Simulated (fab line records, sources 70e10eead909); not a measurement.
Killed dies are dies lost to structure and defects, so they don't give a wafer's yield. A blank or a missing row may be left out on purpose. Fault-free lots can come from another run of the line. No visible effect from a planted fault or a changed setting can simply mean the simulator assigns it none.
fab line records | flow nandHarc | part 1 of 2: steps 1 to 4 of 6
[record] lots = 24 wafers = 72 lastDay = 34
route steps=1302 shown A_STAIRCASE@639
lots that met no fault: taken from a fault-free run of the same line
startH: start of the lot's first displayed wafer, in hours after the record's first day | waitH: hours elapsed since this lot's preceding step | " the same as in the row above | L1.1+2: a row that stands for several wafers | - either no value or no given start | * or withheld: withheld | < > ~ a bound
route shown NAME@n: a module of which the file shows steps, and the number in the route of the first | usual: mean and standard deviation over wafers with no fault | same: alike in all rows | chamber/n: place in a boat | sites: per-site readings | _std_site: their standard deviation | _edge_site: the outer-site mean with the inner-site mean subtracted | radiusMm: for every site, how far away it sits from the centre of the wafer | mask NAME#n: copy n | behind: the last tool/chamber to shape the wafer | hold: why the lot was held/for how many hours/how that ended | device: transistor that didn't switch, given as n, p or np | end of line: the tests these same wafers got at the end of their route | step lacking rows: just its recipe | killed: dies lost to structure and defects at the first sort, not the wafer's yield | map: shows each die of a wafer: x if killed, . if not, _ if none is there
set.NAME: the setting as run; set.NAME@STEP: as run at that earlier step | model.NAME: the simulator's own value behind a step, which no gauge read
route steps across a sampled set of lots; one table per step, one row per wafer
services: from which hour (startH, from the record's first day; less than 0 if before it) a tool's chamber was out of use, for how many hours, and why
[[steps]]
[step NHARC_A_STAIRCASE_DEP_156]
[recipe] targetThkA = 500 tempC = 400 targetThkNm = 50 flowSccm = 200 rfW = 450 material = SiNx
[usual] heaterPowerOuterW = 415/61 heaterPowerW = 710/77 susceptorTempC = 400.01/0.21
// columns lot.wafer tool chamber startH waitH heaterPowerOuterW heaterPowerW susceptorTempC
L074.2 pecvd-01 1 342.80 0.1 540 855 399.64
L074.3 " 2 " " 382 667 399.92
L074.5 " 2 " " 388 676 399.84
L075.1 pecvd-01 1 367.10 0.1 483 758 400.13
L075.2 " 0 " " 453 746 399.70
L075.4 " 2 " " 440 727 399.79
L076.4 pecvd-04 1 367.22 0.2 434 740 399.94
L076.6 " 2 " " 377 675 399.94
L076.5 " 1 " " 440 733 400.02
L077.1 pecvd-02 2 367.26 0.1 418 761 400.07
L077.2 " 1 " " 357 635 399.98
L077.5 " 1 " " 365 644 400.26
L078.1 pecvd-01 0 388.97 0.1 440 722 400.67
L078.3 " 1 " " 524 830 400.31
L078.5 " 0 " " 444 713 400.29
L079.1 pecvd-02 1 394.69 0.1 399 665 399.75
L079.3 " 2 " " 426 801 399.92
L079.5 " 0 " " 356 638 400.19
L081.1 pecvd-01 1 413.02 0.1 445 732 400.11
L081.4 " 1 " " 445 725 400.19
L081.6 " 0 " " 465 752 399.70
L080.2 pecvd-04 1 413.05 0.1 496 805 400.03
L080.5 " 0 " " 432 745 400.19
L080.6 " 1 " " 511 829 399.96
L082.1 pecvd-04 0 428.16 0.1 416 702 400.11
L082.2 " 1 " " 480 800 399.79
L082.5 " 1 " " 478 777 399.74
L084.2 pecvd-01 2 448.56 0.1 347 620 400.01
L084.6 " 2 " " 365 638 399.96
L084.4 " 1 " " 502 797 400.29
L083.3 pecvd-01 1 452.64 0.1 439 715 400.00
L083.4 " 0 " " 481 763 400.01
L083.6 " 1 " " 448 727 400.07
L085.3 pecvd-02 0 463.30 0.1 265 525 399.93
L085.6 " 2 " " 377 727 400.04
L085.4 " 0 " " 270 497 399.91
L086.1 pecvd-01 2 466.84 0.1 377 655 400.38
L086.3 " 1 " " 499 833 399.53
L086.5 " 0 " " 421 688 400.26
L087.2 pecvd-02 2 473.79 0.1 417 810 400.06
L087.1 " 0 " " 325 586 400.40
L087.5 " 1 " " 421 692 400.24
L089.3 pecvd-04 0 490.99 0.1 394 694 399.62
L089.1 " 1 " " 435 748 399.70
L089.4 " 0 " " 391 689 400.15
L088.2 pecvd-02 2 491.04 0.1 342 667 400.08
L088.6 " 1 " " 414 702 400.24
L088.4 " 2 " " 345 686 399.74
L090.3 pecvd-01 0 509.25 0.1 462 744 400.13
L090.1 " 2 " " 422 739 400.09
L090.6 " 2 " " 419 736 399.95
L091.2 pecvd-02 1 509.26 0.1 377 647 399.91
L091.3 " 2 " " 427 835 400.37
L091.4 " 2 " " 439 840 400.10
L093.1 pecvd-02 0 535.48 0.1 352 626 399.96
L093.3 " 1 " " 416 697 400.04
L093.5 " 0 " " 357 638 399.80
L092.3 pecvd-04 0 535.49 0.1 396 666 400.04
L092.6 " 0 " " 391 687 400.02
L092.4 " 2 " " 365 621 400.31
L095.3 pecvd-04 2 549.57 0.1 384 660 400.09
L095.1 " 0 " " 345 604 400.01
L095.2 " 1 " " 550 859 400.02
L094.2 pecvd-04 2 570.54 0.1 400 669 399.44
L094.5 " 2 " " 392 664 399.68
L094.6 " 0 " " 341 609 399.70
L096.2 pecvd-04 1 582.81 0.1 482 808 400.23
L096.5 " 2 " " 429 719 399.96
L096.6 " 1 " " 490 809 399.92
L097.3 pecvd-02 2 586.38 0.1 417 777 400.45
L097.2 " 0 " " 360 627 400.03
L097.6 " 1 " " 386 662 399.95
[step NHARC_A_STAIRCASE_ETCH_169]
[recipe] targetDepthA = 500 timeS = 107.1 ionEnergyEv = 120 ch3fFlowSccm = 50 o2FlowSccm = 30 arFlowSccm = 200 rfW = 500 biasW = 100 chemistry = CH3F/O2
[usual] drypumpMotorCurrentA = 5.64/0.29 oesProductAu = 0.963/0.014 rfVppV = 244.2/1.8 showerheadPlenumPTorr = 2.45/0.12 throttleValvePct = 20.664/0.0086
// columns lot.wafer tool chamber startH waitH drypumpMotorCurrentA oesProductAu rfHoursCounterH rfVppV showerheadPlenumPTorr throttleValvePct
L074.2 rieDiel-11 3 343.90 0.1 5.71 0.965 24 246.0 2.56 20.656
L074.3 " 1 " " 5.78 0.987 22 244.0 2.38 20.673
L074.5 " 3 " " 5.72 0.956 - 246.5 2.56 20.664
L075.1 rieDiel-11 0 368.16 0.1 5.34 0.934 26 243.3 2.31 20.657
L075.2 " 1 " " 5.77 0.941 27 242.6 2.38 20.658
L075.4 " 2 " " 5.79 0.945 28 242.2 2.28 20.652
L076.4 rieDiel-02 2 368.34 0.1 6.01 0.983 46 242.1 2.39 20.668
L076.5 " 0 " " 5.62 0.956 - 242.5 2.31 20.660
L076.6 " 1 " " 5.79 0.977 - 246.1 2.62 20.663
L077.1 rieDiel-04 0 368.48 0.1 5.58 0.993 0 245.6 2.55 20.662
L077.2 " 2 " " 5.96 0.968 1 244.5 2.52 20.669
L077.5 " 1 " " 5.72 0.974 - 244.8 2.53 20.664
L078.3 rieDiel-02 2 389.91 0.1 6.01 0.961 54 243.0 2.39 20.654
L078.1 " 0 " " 5.58 0.981 60 242.0 2.30 20.662
L078.5 " 2 " " 6.02 0.973 - 242.2 2.38 20.662
L079.3 rieDiel-04 2 395.75 0.1 5.96 0.947 9 245.9 2.51 20.656
L079.1 " 0 " " 5.60 0.964 8 245.7 2.55 20.676
L079.5 " 3 " " 4.97 0.953 - 244.5 2.41 20.652
L080.2 rieDiel-02 0 414.08 0.1 5.61 0.968 3 242.1 2.30 20.659
L080.6 " 0 " " 5.60 0.964 - 243.4 2.30 20.646
L080.5 " 1 " " 5.75 0.960 - 246.8 2.62 20.669
L081.4 rieDiel-11 2 414.81 0.6 5.81 0.938 52 241.4 2.27 20.664
L081.1 " 0 " " 5.32 0.962 43 242.5 2.30 20.666
L081.6 " 2 " " 5.80 0.950 - 242.7 2.27 20.667
L082.1 rieDiel-02 3 429.10 0.1 5.22 0.961 8 245.2 2.51 20.683
L082.2 " 1 " " 5.75 0.952 7 247.3 2.62 20.670
L082.5 " 3 " " 5.20 0.958 - 246.7 2.51 20.649
L084.2 rieDiel-04 3 449.62 0.1 4.97 0.960 26 243.2 2.41 20.661
L084.4 " 1 " " 5.72 0.982 28 245.0 2.52 20.665
L084.6 " 0 " " 5.60 0.988 - 245.8 2.54 20.669
L083.3 rieDiel-11 3 453.65 0.1 5.72 0.974 4 246.2 2.55 20.671
L083.4 " 2 " " 5.80 0.960 2 248.9 2.66 20.666
L083.6 " 0 " " 5.33 0.962 - 241.3 2.30 20.676
L085.3 rieDiel-04 2 464.35 0.1 5.96 0.969 31 245.1 2.50 20.672
L085.4 " 0 " " 5.62 0.984 32 246.4 2.54 20.670
L085.6 " 1 " " 5.73 0.973 - 245.9 2.52 20.657
L086.3 rieDiel-02 1 467.90 0.1 5.80 0.953 26 246.4 2.61 20.648
L086.1 " 0 " " 5.61 0.964 21 241.4 2.30 20.678
L086.5 " 1 " " 5.78 0.955 - 246.1 2.61 20.666
L087.1 rieDiel-02 1 474.71 0.1 5.81 0.960 29 246.1 2.61 20.655
L087.2 " 2 " " 6.01 0.962 29 242.6 2.37 20.668
L087.5 " 1 " " 5.77 0.967 - 245.9 2.61 20.673
L088.2 rieDiel-02 2 491.96 0.1 6.03 0.958 33 243.2 2.37 20.655
L088.4 " 3 " " 5.21 0.971 28 245.0 2.50 20.673
L088.6 " 0 " " 5.63 0.988 - 242.9 2.29 20.659
L089.4 rieDiel-04 3 492.08 0.1 4.99 0.980 41 243.2 2.40 20.665
L089.1 " 1 " " 5.70 0.957 43 245.7 2.52 20.671
L089.3 " 2 " " 5.94 0.952 43 246.3 2.50 20.674
L090.1 rieDiel-02 1 510.33 0.1 5.76 0.946 36 245.2 2.60 20.669
L090.3 " 3 " " 5.21 0.970 34 244.1 2.50 20.660
L090.6 " 1 " " 5.77 0.954 - 246.4 2.60 20.680
L091.4 rieDiel-11 1 510.49 0.1 5.74 0.979 20 243.7 2.36 20.667
L091.2 " 3 " " 5.71 0.972 22 245.7 2.54 20.661
L091.3 " 0 " " 5.32 0.987 25 241.6 2.29 20.658
L093.3 rieDiel-02 1 536.57 0.1 5.80 0.959 44 247.3 2.60 20.670
L093.1 " 2 " " 6.01 0.953 48 242.4 2.37 20.659
L093.5 " 0 " " 5.61 0.961 - 241.4 2.29 20.657
L092.3 rieDiel-02 2 536.78 0.1 6.00 0.934 48 245.2 2.37 20.668
L092.4 " 1 " " 5.78 0.945 - 244.2 2.60 20.669
L092.6 " 2 " " 6.00 0.944 - 242.4 2.37 20.651
L095.3 rieDiel-11 3 550.69 0.1 5.71 0.963 38 244.6 2.53 20.668
L095.2 " 1 " " 5.77 0.974 36 243.4 2.36 20.661
L095.1 " 2 " " 5.81 0.959 32 246.3 2.65 20.648
L094.2 rieDiel-04 1 571.60 0.1 5.69 0.948 11 244.5 2.51 20.673
L094.6 " 1 " " 5.75 0.945 - 244.2 2.51 20.649
L094.5 " 2 " " 5.97 0.946 - 244.4 2.49 20.645
L096.2 rieDiel-04 2 583.72 0.1 5.94 0.977 13 244.1 2.49 20.678
L096.5 " 3 " " 4.98 0.968 - 242.8 2.39 20.681
L096.6 " 0 " " 5.59 0.961 - 244.3 2.52 20.674
L097.2 rieDiel-02 1 587.35 0.1 5.77 0.954 1 245.7 2.60 20.676
L097.3 " 3 " " 5.20 0.960 1 244.6 2.49 20.680
L097.6 " 0 " " 5.61 0.960 - 241.0 2.28 20.653
[step NHARC_A_STAIRCASE_ETCH_15]
[recipe] targetDepthA = 1000 timeS = 40.5 ionEnergyEv = 400 c4f8FlowSccm = 20 o2FlowSccm = 10 arFlowSccm = withheld rfW = 600 biasW = 1000 chemistry = C4F8/O2
[usual] oesProductAu = 0.943/0.0094 rfVppV = 896/5.8
// columns lot.wafer tool chamber startH waitH oesProductAu rfHoursCounterH rfVppV
L074.2 rieDiel-02 3 - - 0.934 42 899
L074.3 " 3 " " 0.941 - 898
L074.5 " 0 " " 0.941 - 888
L075.4 rieDiel-04 1 - - 0.934 1 900
L075.1 " 3 " " 0.938 1 894
L075.2 " 0 " " 0.946 1 900
L076.4 rieDiel-04 3 - - 0.942 1 893
L076.5 " 2 " " 0.942 - 897
L076.6 " 3 " " 0.924 - 893
L077.1 rieDiel-11 1 - - 0.955 28 892
L077.2 " 3 " " 0.950 31 900
L077.5 " 2 " " 0.941 - 887
L078.3 rieDiel-02 2 - - 0.951 54 892
L078.1 " 3 " " 0.946 59 899
L078.5 " 1 " " 0.954 - 904
L079.1 rieDiel-04 2 - - 0.941 10 898
L079.3 " 0 " " 0.950 9 901
L079.5 " 3 " " 0.951 - 894
L080.2 rieDiel-02 1 - - 0.932 4 905
L080.6 " 2 " " 0.942 - 893
L080.5 " 3 " " 0.948 - 898
L081.1 rieDiel-02 0 - - 0.945 4 888
L081.4 " 3 " " 0.934 5 899
L081.6 " 0 " " 0.940 - 886
L082.2 rieDiel-04 0 - - 0.971 21 902
L082.1 " 3 " " 0.953 21 893
L082.5 " 0 " " 0.966 - 899
L084.4 rieDiel-04 1 - - 0.947 28 899
L084.2 " 2 " " 0.945 27 900
L084.6 " 3 " " 0.946 - 893
L083.3 rieDiel-04 3 - - 0.933 28 893
L083.4 " 2 " " 0.942 28 899
L083.6 " 0 " " 0.938 - 901
L085.4 rieDiel-02 1 - - 0.941 25 903
L085.3 " 2 " " 0.950 26 892
L085.6 " 0 " " 0.966 - 887
L086.3 rieDiel-02 3 - - 0.937 22 898
L086.1 " 0 " " 0.952 21 889
L086.5 " 0 " " 0.946 - 887
L087.1 rieDiel-11 3 - - 0.958 12 899
L087.2 " 1 " " 0.946 12 892
L087.5 " 3 " " 0.946 - 901
L088.2 rieDiel-04 3 - - 0.948 41 894
L088.4 " 2 " " 0.939 43 899
L088.6 " 3 " " 0.941 - 893
L089.1 rieDiel-02 1 - - 0.940 33 904
L089.3 " 3 " " 0.932 28 899
L089.4 " 0 " " 0.940 28 888
L090.1 rieDiel-02 3 - - 0.945 34 897
L090.3 " 1 " " 0.945 37 902
L090.6 " 3 " " 0.935 - 897
L091.3 rieDiel-11 3 - - 0.945 22 900
L091.4 " 0 " " 0.946 25 888
L091.2 " 1 " " 0.945 21 891
L093.3 rieDiel-11 1 - - 0.935 33 891
L093.1 " 3 " " 0.950 35 900
L093.5 " 2 " " 0.935 - 905
L092.3 rieDiel-11 1 - - 0.943 33 892
L092.4 " 3 " " 0.945 36 900
L092.6 " 1 " " 0.940 - 890
L095.1 rieDiel-02 3 - - 0.935 44 897
L095.3 " 0 " " 0.932 44 888
L095.2 " 2 " " 0.927 54 892
L094.2 rieDiel-11 1 - - 0.951 44 890
L094.5 " 1 " " 0.960 - 891
L094.6 " 2 " " 0.945 - 903
L096.2 rieDiel-02 0 - - 0.941 0 887
L096.6 " 3 " " 0.936 - 898
L096.5 " 0 " " 0.940 - 887
L097.3 rieDiel-02 1 - - 0.934 4 902
L097.2 " 0 " " 0.925 4 887
L097.6 " 0 " " 0.926 - 886
[step NHARC_A_STAIRCASE_TRIM_16]
[recipe] timeS = 211.2 o2FlowSccm = 500 arFlowSccm = 0 biasW = 0 chemistry = O2
[usual] drypumpMotorCurrentA = 5.61/0.3 oesProductAu = 1.002/0.0075 rfVppV = 57.7/0.98 showerheadPlenumPTorr = 3.52/0.16 throttleValvePct = 17.036/0.0096
// columns lot.wafer tool chamber startH waitH drypumpMotorCurrentA oesProductAu rfHoursCounterH rfVppV showerheadPlenumPTorr throttleValvePct
L074.2 rieDiel-02 0 - - 5.65 0.998 42 57.1 3.32 17.045
L074.3 " 3 " " 5.25 0.987 - 59.3 3.61 17.040
L074.5 " 3 " " 5.25 0.997 - 58.4 3.61 17.031
L075.2 rieDiel-04 3 - - 4.99 1.007 1 59.8 3.47 17.041
L075.4 " 0 " " 5.63 1.010 1 58.7 3.66 17.031
L075.1 " 1 " " 5.73 1.010 1 58.1 3.63 17.023
L076.4 rieDiel-04 3 - - 4.96 1.006 2 58.5 3.47 17.038
L076.5 " 3 " " 4.96 1.011 - 57.6 3.47 17.019
L076.6 " 0 " " 5.64 1.016 - 58.2 3.66 17.027
L077.2 rieDiel-11 1 - - 5.77 1.015 28 56.2 3.42 17.041
L077.1 " 3 " " 5.72 1.013 31 58.1 3.67 17.042
L077.5 " 1 " " 5.74 1.023 - 56.8 3.42 17.043
L078.1 rieDiel-02 3 - - 5.24 0.997 59 57.8 3.60 17.046
L078.3 " 1 " " 5.78 1.011 53 59.1 3.75 17.032
L078.5 " 0 " " 5.65 1.016 - 58.8 3.31 17.038
L079.3 rieDiel-04 2 - - 5.97 0.994 10 56.1 3.60 17.027
L079.1 " 1 " " 5.69 1.001 9 58.4 3.63 17.048
L079.5 " 2 " " 5.97 1.004 - 59.1 3.60 17.036
L080.2 rieDiel-02 1 - - 5.81 0.995 4 58.0 3.75 17.042
L080.5 " 2 " " 6.03 1.006 - 59.2 3.42 17.018
L080.6 " 3 " " 5.21 0.996 - 57.5 3.60 17.047
L081.4 rieDiel-02 1 - - 5.76 1.000 4 57.9 3.75 17.022
L081.1 " 0 " " 5.63 1.001 4 58.6 3.31 17.044
L081.6 " 2 " " 6.04 1.000 - 56.5 3.42 17.041
L082.1 rieDiel-04 1 - - 5.68 1.002 22 57.4 3.62 17.039
L082.2 " 3 " " 4.97 1.004 21 57.1 3.46 17.041
L082.5 " 0 " " 5.65 1.006 - 58.5 3.65 17.032
L084.2 rieDiel-04 3 - - 4.99 1.003 26 57.1 3.46 17.029
L084.4 " 1 " " 5.71 1.001 28 57.4 3.62 17.042
L084.6 " 0 " " 5.65 1.012 - 56.4 3.64 17.029
L083.4 rieDiel-04 2 - - 5.95 0.997 28 57.6 3.59 17.028
L083.3 " 0 " " 5.62 1.004 29 58.0 3.64 17.038
L083.6 " 3 " " 4.99 0.997 - 56.5 3.46 17.013
L085.3 rieDiel-02 0 - - 5.60 1.010 20 55.7 3.30 17.045
L085.4 " 1 " " 5.79 0.997 25 58.7 3.74 17.031
L085.6 " 0 " " 5.67 1.003 - 58.0 3.30 17.045
L086.1 rieDiel-02 3 - - 5.26 0.990 22 58.6 3.59 17.029
L086.3 " 0 " " 5.64 1.002 21 58.1 3.30 17.046
L086.5 " 2 " " 6.02 0.992 - 59.1 3.41 17.054
L087.2 rieDiel-11 3 - - 5.72 1.007 12 58.2 3.64 17.021
L087.1 " 0 " " 5.36 1.003 15 57.7 3.30 17.040
L087.5 " 3 " " 5.71 1.005 - 58.9 3.64 17.025
L088.4 rieDiel-04 2 - - 5.96 0.992 43 58.1 3.58 17.042
L088.2 " 0 " " 5.60 1.006 42 57.8 3.63 17.044
L088.6 " 1 " " 5.72 0.991 - 57.7 3.61 17.034
L089.4 rieDiel-02 1 - - 5.80 0.997 33 58.7 3.73 17.023
L089.1 " 3 " " 5.25 0.999 29 58.0 3.59 17.046
L089.3 " 0 " " 5.65 1.009 28 58.3 3.30 17.046
L090.1 rieDiel-02 2 - - 6.03 0.988 39 58.9 3.40 17.047
L090.3 " 3 " " 5.26 0.994 34 58.7 3.58 17.047
L090.6 " 0 " " 5.62 1.001 - 57.3 3.30 17.037
L091.3 rieDiel-11 1 - - 5.78 1.017 21 57.9 3.40 17.030
L091.4 " 2 " " 5.81 1.005 18 58.0 3.80 17.043
L091.2 " 3 " " 5.71 1.003 22 56.6 3.64 17.041
L093.3 rieDiel-11 1 - - 5.76 1.006 33 58.2 3.39 17.033
L093.1 " 2 " " 5.84 1.000 29 58.2 3.79 17.047
L093.5 " 1 " " 5.74 1.000 - 58.0 3.39 17.041
L092.3 rieDiel-11 0 - - 5.34 0.999 41 57.5 3.29 17.044
L092.4 " 2 " " 5.81 0.999 30 58.8 3.79 17.040
L092.6 " 3 " " 5.71 1.005 - 57.6 3.63 17.044
L095.1 rieDiel-02 0 - - 5.59 1.001 44 57.1 3.29 17.045
L095.2 " 1 " " 5.80 0.996 51 58.2 3.72 17.064
L095.3 " 3 " " 5.22 1.008 44 56.9 3.58 17.044
L094.2 rieDiel-11 2 - - 5.81 0.996 37 58.8 3.79 17.048
L094.5 " 1 " " 5.78 1.010 - 56.7 3.39 17.029
L094.6 " 2 " " 5.82 1.004 - 58.3 3.79 17.029
L096.2 rieDiel-02 0 - - 5.65 0.994 1 57.1 3.29 17.059
L096.5 " 3 " " 5.23 1.003 - 58.3 3.57 17.044
L096.6 " 1 " " 5.75 1.000 - 56.7 3.72 17.030
L097.2 rieDiel-02 0 - - 5.64 0.998 4 57.5 3.29 17.039
L097.3 " 3 " " 5.23 0.990 4 56.7 3.57 17.052
L097.6 " 0 " " 5.66 0.998 - 56.6 3.29 17.029
